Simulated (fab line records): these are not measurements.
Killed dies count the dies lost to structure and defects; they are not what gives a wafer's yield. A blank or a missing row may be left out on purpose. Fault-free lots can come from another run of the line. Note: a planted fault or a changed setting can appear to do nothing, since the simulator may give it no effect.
Matching of chambers + flow nand harc + cmp-02 running NHARC_P_STI_CMP_21: 4 sister chambers
The step polishes, t overpolish 20 s, target thk 380.67 nm. 18 wafers are shown with their chamber, then 9 later ones without.

== WAFERS WITH THEIR CHAMBER ==
| wafer  | chamber | motor current A (A) | slurry filter dp kPa (kPa) | overpolish run s (s) |
|--------|---------|---------------------|----------------------------|----------------------|
| L079.2 | 3       | 9.7                 | 13.44                      | 19.996               |
| L079.3 | 0       | 12.8                | 13.58                      | 19.963               |
| L079.4 | 2       | 12.2                | 13.53                      | 20.004               |
| L081.1 | 3       | 10.5                | 13.76                      | 20.013               |
| L081.3 | 2       | 11.7                | 13.48                      | 20.003               |
| L081.5 | 3       | 9.5                 | 13.50                      | 20.003               |
| L084.3 | 0       | 13.3                | 13.60                      | 19.990               |
| L084.4 | 2       | 11.7                | 13.40                      | 19.989               |
| L084.6 | 2       | 12.2                | 13.36                      | 20.010               |
| L086.1 | 1       | 13.2                | 13.73                      | 19.992               |
| L086.3 | 0       | 13.5                | 13.44                      | 19.992               |
| L086.6 | 1       | 13.1                | 13.75                      | 19.993               |
| L088.2 | 2       | 11.4                | 13.39                      | 19.987               |
| L088.4 | 3       | 9.7                 | 13.65                      | 20.000               |
| L088.5 | 3       | 10.2                | 13.30                      | 19.994               |
| L089.1 | 1       | 13.7                | 13.66                      | 20.006               |
| L089.3 | 0       | 12.6                | 13.51                      | 19.996               |
| L089.6 | 0       | 12.6                | 13.69                      | 19.999               |

SIGNATURES, as means of the wafers listed above
| reading              | chamber 0 | chamber 1 | chamber 2 | chamber 3 | scatter within a chamber |
|----------------------|-----------|-----------|-----------|-----------|--------------------------|
| motor current A      | 12.960    | 13.333    | 11.840    | 9.920     | 0.385                    |
| slurry filter dp kPa | 13.5640   | 13.7133   | 13.4320   | 13.5300   | 0.116                    |
| overpolish run s     | 19.98800  | 19.99700  | 19.99860  | 20.00120  | 0.0106                   |
Rule: a wafer lies at a distance from a chamber equal to the root of the sum of squares, over the readings, of (its reading less the chamber's mean, divided by the reading's scatter). The wafer belongs to the nearest chamber; if the next one is less than 2 further off, it can't be placed. The scatter: take each reading less its chamber's mean, square it, sum over the shown wafers, divide by the number of wafers less the number of chambers, and take the root.

== WAFERS MISSING THEIR CHAMBER ==
| wafer  | motor current A (A) | slurry filter dp kPa (kPa) | overpolish run s (s) |
|--------|---------------------|----------------------------|----------------------|
| L091.1 | 13.6                | 13.47                      | 19.996               |
| L091.3 | 9.7                 | 13.71                      | 19.998               |
| L091.6 | 12.0                | 13.40                      | 20.001               |
| L094.1 | 13.5                | 13.70                      | 20.004               |
| L094.2 | 13.7                | 13.61                      | 20.019               |
| L094.4 | 11.4                | 13.33                      | 19.999               |
| L097.2 | 9.6                 | 13.60                      | 20.009               |
| L097.4 | 13.1                | 13.53                      | 20.008               |
| L097.5 | 13.4                | 13.40                      | 20.005               |

== CHAMBER TAKEN BY EACH ==
| wafer  | from the rows above          | in truth |
|--------|------------------------------|----------|
| L091.1 | can't be placed: 0 or 1      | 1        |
| L091.3 | 3                            | 3        |
| L091.6 | 2                            | 2        |
| L094.1 | can't be placed: 1 or 0      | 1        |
| L094.2 | can't be placed: 1 or 0      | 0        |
| L094.4 | 2                            | 2        |
| L097.2 | 3                            | 3        |
| L097.4 | can't be placed: 0 or 1 or 2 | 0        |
| L097.5 | can't be placed: 0 or 1 or 2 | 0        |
Correctly placed: 4 of 9. From these rows, 5 cannot be placed; in 5 the true chamber is one of the candidates. Placed wrongly: 0.
